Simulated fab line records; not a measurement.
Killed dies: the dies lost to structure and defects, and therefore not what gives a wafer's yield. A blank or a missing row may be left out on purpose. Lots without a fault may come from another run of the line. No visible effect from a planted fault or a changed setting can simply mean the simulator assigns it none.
Struck lot and sound lot, side by side ; flow n5_finfet ; 15 steps out of a route of 1938
Sound: the wafers L774.2, L774.5, L774.6. Struck: wafer L779.3 (L779.4, L779.5, from the same lot, were not struck and are left out); the cause is given at the end.
Each step with rows lists, per side, the tool, then ch with its chambers, then its first start. Under that, the readings that differ: sound wafers ; struck wafers ; difference of the means ; sigmas: that difference in standard deviations of wafers without a fault.
alike: a reading whose means differ by less than 2 such deviations, as well as words and numbers matching on both sides. not compared: withheld readings; readings where some wafer has no value; bounds like >300 that might hide an equal value; numbers whose values overlap and for which the record gives no deviation.
Wherever a step has rows on one side only, a row that says differs or no value, or a row with sigmas, the two part there. Numbers that don't overlap but have no deviation are shown without sigmas and don't part them. Lack of a reading on every wafer of one side parts them only where that side has two or more wafers.

N5_BEOL_M9_CURE_72: cures SiCOH lowk, time 120 s.
  sound on uv_cure-01 ch 1, day 13 23:10; struck on uv_cure-01 ch 1, day 16 02:53
reading;sound;struck;difference;sigmas
lamp_power_pct (%);52.36 52.24 52.24;52.41;+0.13;+2
  alike: wafer_temp_C_max
N5_BEOL_M9_DEGAS_44: time 60 s.
  sound on pvd_sputter-02, day 13 23:47; struck on pvd_sputter-01, day 16 03:11
  alike: heater_power_w
N5_BEOL_M9_PRE_CLEAN_45: time 30 s.
  sound on pvd_sputter-02, day 13 23:49; struck on pvd_sputter-01, day 16 03:14
  alike: heater_power_w
then, 3 steps without rows for these wafers: N5_BEOL_M9_ALD_74 (deposits TaN, target thk 2 nm, pulse time 2 s, purge time 3 s); N5_BEOL_M9_SURFACE_TREAT_79; N5_BEOL_M9_CVD_78 (deposits Co from CCTBA/H2, target thk 2 nm, time 138.9 s).
N5_BEOL_M9_SPUTTER_48: material Cu, target thk 12 nm, time 2 s.
  sound on pvd_sputter-02, day 14 00:31; struck on pvd_sputter-03, day 16 03:51
reading;sound;struck;difference;sigmas
substrate_temp_c (C);-19.93 -19.95 -20.05;-20.20;-0.22;-2
  alike: throttle_valve_pct
then, 1 step without rows for these wafers: N5_BEOL_M9_ECD_50 (material Cu, target thk 318 nm).
N5_BEOL_M9_ANNEAL_51: time 90 s.
  sound on rtp_anneal-02 ch 0, day 14 00:47; struck on rtp_anneal-02 ch 0, day 16 06:10
  alike: anneal_temp_c_max, wafer_temp_C_max
then, 1 step without rows for these wafers: N5_BEOL_M9_CMP_52 (polishes, stops on SiCOH lowk, t overpolish 7 s, target thk 140 nm).
N5_BEOL_M9_THK_MEAS_53: measures by xrf.
  sound on film_metro-02, day 14 01:20; struck on film_metro-01, day 16 06:40
  alike: M9_THK
then, 1 step without rows for these wafers: N5_BEOL_M9_PRE_CLEAN_55 (time 15 s).
N5_BEOL_M9_DEP_56: deposits SiCN from 3MS/NH3, target thk 15 nm, time 26.5 s.
  sound on pecvd-02 ch 0,1,2, day 14 01:24; struck on pecvd-02 ch 2, day 16 06:46
reading;sound;struck;difference;sigmas
model.SiCN_of_BEOL_M9_DEP_56.thk_nm (nm);15 15.2 15.2;23.2;+8.1;
  alike: showerhead_plenum_p_Torr, throttle_valve_pct
N5_BEOL_M9_RS_MEAS_57: a four-point-probe measurement.
  sound on film_metro-02, day 14 01:29; struck on film_metro-02, day 16 06:50
  alike: M9_RS
-- here the record skips 2 days between the struck wafers' starts before and after, leaving off in module BEOL_M9 and picking up in module PASSIVATION (first step shown: number 1936 of the route) --
N5_PASSIVATION_PROBE_49:
  sound on prober-02, day 16 09:10; struck on prober-02, day 18 15:50
  alike: defect_limited_yield, killed_at_M0_to_M3, killed_at_M4_up, killed_at_contacts, killed_at_front_end, killed_at_other, killed_dies, killed_open, killed_short, sort_bin_5_function, sort_bin_6_memory, sort_n_pass, sort_yield_pct

== WHERE THEY PART ==
Last at N5_BEOL_M9_SPUTTER_48 as far as this record goes, first at N5_BEOL_M9_CURE_72. Later steps at which nothing parts them and some readings are alike: N5_BEOL_M9_ANNEAL_51, N5_BEOL_M9_THK_MEAS_53, N5_BEOL_M9_DEP_56, N5_BEOL_M9_RS_MEAS_57, N5_PASSIVATION_PROBE_49.

WHY: the cause the simulator had injected
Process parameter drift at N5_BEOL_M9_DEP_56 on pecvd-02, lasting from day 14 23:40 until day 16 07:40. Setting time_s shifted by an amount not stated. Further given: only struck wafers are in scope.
